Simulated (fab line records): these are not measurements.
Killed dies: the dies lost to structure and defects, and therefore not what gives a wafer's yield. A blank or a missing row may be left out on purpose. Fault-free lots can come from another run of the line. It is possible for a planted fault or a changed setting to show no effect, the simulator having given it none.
Chamber matching | flow n5_finfet | N5_HKMG_FIN_STRIP_57 on rie_diel-04: 4 sister chambers
The step strips in CF4. 4 wafers are shown with their chamber, then 10 later ones without.

== WAFERS WITH THEIR CHAMBER ==
wafer  | chamber | drypump_motor_current_A (A)
L083.4 | 1       | 6.3
L083.6 | 2       | 5.7
L086.3 | 3       | 5.7
L086.5 | 0       | 5.1

== WAFERS WHOSE CHAMBER IS MISSING ==
wafer  | drypump_motor_current_A (A)
L086.6 | 5.6
L088.1 | 6.3
L088.5 | 5.2
L088.6 | 5.6
L090.2 | 5.7
L090.3 | 6.3
L090.6 | 6.3
L093.1 | 6.2
L093.3 | 5.1
L093.6 | 5.6

== EACH ONE'S CHAMBER ==
wafer  | from the rows above     | in truth
L086.6 | can't be placed: 2 or 3 | 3
L088.1 | 1                       | 1
L088.5 | 0                       | 0
L088.6 | can't be placed: 2 or 3 | 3
L090.2 | can't be placed: 2 or 3 | 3
L090.3 | 1                       | 1
L090.6 | 1                       | 1
L093.1 | 1                       | 1
L093.3 | 0                       | 0
L093.6 | can't be placed: 2 or 3 | 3
6 of 10 placed correctly. Cannot be placed on the basis of these rows: 4; the candidates contain the true chamber in 4. Wrongly placed: 0.
How it was worked out, from the rows above alone: a wafer's distance from a chamber is the root of the sum, over the readings, of the square of ((its reading less the chamber's mean) divided by the reading's scatter). The wafer belongs to the nearest chamber; if the next one is less than 2 further off, it can't be placed. Each chamber's mean is taken over the wafers shown for it. The scatter: with one shown wafer a chamber, the root of the mean of the squares of how far each hidden wafer lies from its nearest shown one.
